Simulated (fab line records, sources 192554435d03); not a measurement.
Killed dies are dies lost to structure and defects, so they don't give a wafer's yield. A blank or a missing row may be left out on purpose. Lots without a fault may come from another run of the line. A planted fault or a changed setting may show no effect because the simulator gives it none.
Which tool did it? | flow n5_finfet | 24 lots, 72 wafers sampled, at 5 steps of a route of 1938

WHAT THE GAUGES READ, wafer by wafer
N5_BEOL_M4_INSPECT_13: inspects for defects (brightfield).
lot  | measured     | on                | raw_defect_count
L074 | day 8 19:51  | defect_inspect-01 | 396 327 404
L076 | day 9 01:20  | defect_inspect-02 | 341 491 391
L077 | day 9 13:22  | defect_inspect-02 | 436 453 394
L075 | day 9 14:56  | defect_inspect-01 | 343 489 570
L078 | day 9 17:08  | defect_inspect-01 | 331 248 349
L079 | day 9 23:04  | defect_inspect-02 | 299 377 405
L080 | day 10 05:47 | defect_inspect-01 | 383 242 304
L081 | day 10 18:48 | defect_inspect-01 | 355 274 269
L082 | day 11 01:54 | defect_inspect-02 | 578 572 426
L083 | day 11 04:15 | defect_inspect-01 | 395 359 376
L084 | day 11 04:43 | defect_inspect-01 | 520 528 404
L085 | day 11 19:59 | defect_inspect-02 | 316 336 433
L087 | day 12 02:02 | defect_inspect-01 | 353 714 626
L086 | day 12 02:13 | defect_inspect-02 | 456 560 464
L090 | day 12 17:07 | defect_inspect-02 | 536 515 459
L089 | day 12 17:13 | defect_inspect-01 | 471 324 703
L088 | day 13 07:19 | defect_inspect-02 | 482 656 414
L091 | day 13 08:23 | defect_inspect-02 | 413 395 424
L092 | day 13 11:46 | defect_inspect-01 | 402 366 252
L093 | day 13 17:22 | defect_inspect-02 | 490 390 473
L094 | day 13 22:53 | defect_inspect-02 | 394 592 578
L095 | day 14 01:03 | defect_inspect-01 | 422 316 343
L096 | day 14 05:59 | defect_inspect-02 | 269 363 346
L097 | day 14 11:29 | defect_inspect-02 | 540 476 436

N5_BEOL_M4_CD_MEAS_18: pitch 36 nm, target cd 18 nm.
lot  | measured     | on        | cd_nm (nm)
L074 | day 8 20:21  | cd_sem-03 | 17.8 17.7 17.7
L076 | day 9 01:53  | cd_sem-02 | 17.7 18.2 17.5
L077 | day 9 13:59  | cd_sem-02 | 17.8 17.9 17.9
L075 | day 9 15:25  | cd_sem-02 | 18.0 18.1 18.4
L078 | day 9 17:41  | cd_sem-02 | 18.1 18.1 18.2
L079 | day 10 00:02 | cd_sem-02 | 18.1 18.1 17.8
L080 | day 10 06:21 | cd_sem-02 | 17.9 17.8 17.6
L081 | day 10 19:30 | cd_sem-02 | 17.6 18.1 18.3
L082 | day 11 02:38 | cd_sem-03 | 18.0 17.7 18.2
L083 | day 11 04:58 | cd_sem-02 | 17.9 18.1 17.7
L084 | day 11 05:35 | cd_sem-02 | 18.2 17.8 18.1
L085 | day 11 21:15 | cd_sem-01 | 18.5 17.1 17.9
L087 | day 12 02:37 | cd_sem-03 | 17.7 17.8 17.9
L086 | day 12 02:50 | cd_sem-02 | 17.9 17.8 18.0
L090 | day 12 17:35 | cd_sem-02 | 17.8 18.2 18.2
L089 | day 12 17:41 | cd_sem-02 | 18.4 18.6 18.1
L088 | day 13 07:47 | cd_sem-01 | 18.2 17.6 17.5
L091 | day 13 08:53 | cd_sem-02 | 17.6 17.6 17.3
L092 | day 13 12:26 | cd_sem-02 | 18.1 17.0 17.7
L093 | day 13 17:50 | cd_sem-01 | 18.1 17.8 17.0
L094 | day 13 23:38 | cd_sem-03 | 17.5 17.8 17.5
L095 | day 14 01:38 | cd_sem-03 | 17.8 17.7 18.4
L096 | day 14 06:45 | cd_sem-02 | 17.8 17.9 17.9
L097 | day 14 11:57 | cd_sem-02 | 18.0 18.1 17.8

N5_BEOL_M5_CD_MEAS_11: target cd 27.74 nm.
lot  | measured     | on        | cd_nm (nm)
L074 | day 9 20:14  | cd_sem-01 | 27.5 28.0 27.9
L076 | day 10 11:29 | cd_sem-02 | 27.8 27.9 27.9
L077 | day 11 01:57 | cd_sem-02 | 27.9 27.7 27.8
L075 | day 11 04:53 | cd_sem-01 | 28.2 28.3 28.0
L078 | day 11 07:49 | cd_sem-02 | 28.4 28.3 28.0
L079 | day 11 10:35 | cd_sem-03 | 28.2 28.1 28.4
L080 | day 12 00:34 | cd_sem-02 | 28.2 28.5 28.2
L081 | day 12 08:34 | cd_sem-01 | 28.5 28.1 28.4
L082 | day 12 12:46 | cd_sem-03 | 27.8 27.8 27.8
L083 | day 12 17:07 | cd_sem-02 | 28.3 27.8 28.0
L084 | day 12 16:56 | cd_sem-02 | 28.0 28.0 28.1
L085 | day 13 02:55 | cd_sem-02 | 28.5 28.2 28.3
L087 | day 13 03:10 | cd_sem-02 | 28.4 28.7 28.6
L086 | day 13 22:31 | cd_sem-02 | 28.0 28.0 27.9
L090 | day 14 03:55 | cd_sem-01 | 28.3 28.7 28.2
L089 | day 14 04:32 | cd_sem-03 | 27.8 28.0 28.0
L088 | day 14 09:44 | cd_sem-02 | 28.3 28.3 28.7
L091 | day 14 19:10 | cd_sem-02 | 28.0 28.2 28.3
L092 | day 14 19:04 | cd_sem-01 | 28.0 28.3 28.6
L093 | day 15 02:37 | cd_sem-02 | 28.2 28.1 28.2
L094 | day 15 07:05 | cd_sem-01 | 27.6 27.9 27.8
L095 | day 15 12:09 | cd_sem-03 | 27.7 28.1 28.3
L096 | day 15 14:10 | cd_sem-03 | 28.8 28.0 28.4
L097 | day 15 16:11 | cd_sem-03 | 28.0 27.6 27.4

WHICH TOOL RAN EACH LOT (tool, then ch and the chambers of the sampled wafers, then the start)
lot  | N5_BEOL_M4_HM_DEP_02         | N5_BEOL_M5_PECVD_70
L074 | pvd_sputter-02, day 8 19:14  | pecvd-04 ch 0,1,2, day 9 19:28
L076 | pvd_sputter-03, day 9 00:50  | pecvd-04 ch 1,2, day 10 10:03
L077 | pvd_sputter-02, day 9 12:53  | pecvd-02 ch 0,1, day 11 00:43
L075 | pvd_sputter-02, day 9 14:19  | pecvd-02 ch 0,1, day 11 03:56
L078 | pvd_sputter-02, day 9 16:31  | pecvd-02 ch 0,1,2, day 11 05:52
L079 | pvd_sputter-01, day 9 22:28  | pecvd-03 ch 0,1, day 11 09:38
L080 | pvd_sputter-02, day 10 05:11 | pecvd-03 ch 1,2, day 11 22:29
L081 | pvd_sputter-01, day 10 18:11 | pecvd-03 ch 1,2, day 12 07:34
L082 | pvd_sputter-02, day 11 01:25 | pecvd-04 ch 0,2, day 12 10:32
L083 | pvd_sputter-03, day 11 03:46 | pecvd-03 ch 0,1,2, day 12 14:28
L084 | pvd_sputter-03, day 11 04:07 | pecvd-03 ch 1,2, day 12 14:23
L085 | pvd_sputter-01, day 11 19:31 | pecvd-02 ch 0,1, day 13 00:08
L087 | pvd_sputter-02, day 12 01:32 | pecvd-03 ch 1,2, day 13 00:32
L086 | pvd_sputter-03, day 12 01:34 | pecvd-03 ch 0,2, day 13 21:17
L090 | pvd_sputter-02, day 12 16:38 | pecvd-02 ch 0,1, day 14 02:51
L089 | pvd_sputter-02, day 12 16:44 | pecvd-02 ch 0,2, day 14 03:17
L088 | pvd_sputter-01, day 13 06:50 | pecvd-02 ch 0,1, day 14 07:18
L091 | pvd_sputter-03, day 13 07:54 | pecvd-02 ch 0,1, day 14 17:30
L092 | pvd_sputter-01, day 13 11:13 | pecvd-03 ch 0,1,2, day 14 16:46
L093 | pvd_sputter-03, day 13 16:44 | pecvd-03 ch 0,1, day 15 01:24
L094 | pvd_sputter-03, day 13 22:17 | pecvd-02 ch 0,2, day 15 04:17
L095 | pvd_sputter-03, day 14 00:26 | pecvd-02 ch 0,1,2, day 15 09:45
L096 | pvd_sputter-02, day 14 05:29 | pecvd-04 ch 0,2, day 15 13:09
L097 | pvd_sputter-01, day 14 10:52 | pecvd-04 ch 0,1, day 15 15:00
- N5_BEOL_M4_HM_DEP_02: deposits TiN, target thk 20 nm.
- N5_BEOL_M5_PECVD_70: deposits SiO2 from TEOS/O2, target thk 16 nm, time 18 s.

WHAT THE TOOLS THEMSELVES READ (means of the sampled wafers that have a number; where no wafer has one, the mark that the record gives instead)
N5_BEOL_M4_HM_DEP_02.
lot  | tool           | throttle_valve_pct (%)
L074 | pvd_sputter-02 | 30.3
L076 | pvd_sputter-03 | 30.0
L077 | pvd_sputter-02 | 30.3
L075 | pvd_sputter-02 | 30.9
L078 | pvd_sputter-02 | 30.4
L079 | pvd_sputter-01 | 28.7
L080 | pvd_sputter-02 | 30.6
L081 | pvd_sputter-01 | 29.3
L082 | pvd_sputter-02 | 29.8
L083 | pvd_sputter-03 | 29.0
L084 | pvd_sputter-03 | 29.5
L085 | pvd_sputter-01 | 29.4
L087 | pvd_sputter-02 | 30.0
L086 | pvd_sputter-03 | 30.2
L090 | pvd_sputter-02 | 30.2
L089 | pvd_sputter-02 | 30.3
L088 | pvd_sputter-01 | 30.1
L091 | pvd_sputter-03 | 28.8
L092 | pvd_sputter-01 | 29.7
L093 | pvd_sputter-03 | 29.2
L094 | pvd_sputter-03 | 29.4
L095 | pvd_sputter-03 | 30.2
L096 | pvd_sputter-02 | 31.2
L097 | pvd_sputter-01 | 30.2

N5_BEOL_M5_PECVD_70.
lot  | tool     | heater_power_w (W) | showerhead_plenum_p_Torr (Torr) | throttle_valve_pct (%)
L074 | pecvd-04 | 798                | 8.80                            | 22.0
L076 | pecvd-04 | 869                | 8.80                            | 21.6
L077 | pecvd-02 | 627                | 8.79                            | 22.4
L075 | pecvd-02 | 695                | 8.73                            | 21.8
L078 | pecvd-02 | 725                | 8.77                            | 22.2
L079 | pecvd-03 | 686                | 8.74                            | 23.1
L080 | pecvd-03 | 665                | 8.80                            | 21.2
L081 | pecvd-03 | 585                | 8.77                            | 22.4
L082 | pecvd-04 | 870                | 8.86                            | 22.4
L083 | pecvd-03 | 670                | 8.78                            | 22.1
L084 | pecvd-03 | 635                | 8.82                            | 21.3
L085 | pecvd-02 | 666                | 8.77                            | 22.5
L087 | pecvd-03 | 670                | 8.80                            | 21.3
L086 | pecvd-03 | 777                | 8.80                            | 22.0
L090 | pecvd-02 | 658                | 8.75                            | 21.9
L089 | pecvd-02 | 663                | 8.83                            | 22.9
L088 | pecvd-02 | 679                | 8.73                            | 21.8
L091 | pecvd-02 | 620                | 8.80                            | 22.5
L092 | pecvd-03 | 707                | 8.79                            | 22.1
L093 | pecvd-03 | 636                | 8.75                            | 23.3
L094 | pecvd-02 | 640                | 8.84                            | 23.0
L095 | pecvd-02 | 683                | 8.79                            | 22.4
L096 | pecvd-04 | 875                | 8.84                            | 22.1
L097 | pecvd-04 | 722                | 8.72                            | 22.0

THE ANSWER, worked out from the rows above alone
Rule: what is usual is taken from the lots themselves. Put in order of their means at a reading, lots are off if they are a third of the lots or fewer, leave a main group of 4 or more, and stand apart from it by a gap of 3 or more times the standard deviation of the main group's means; of several such gaps the widest counts. A main group whose means are all the same, to the digits that the tables above print for the reading, isn't used. A lot without any number at a reading at which 4 lots or more have one is off too. The other lots that the step has rows for count as sound. The gauges are gone through in route order, then the tools' own readings, and for those a lot's mean is taken as printed above. The first step at which some lot is off is used, and at that step the reading that is off furthest; a lot without a number counts as furthest.
No lot is off at any reading shown: from this, nothing can be told.

WHAT THE SIMULATOR HAD PUT IN
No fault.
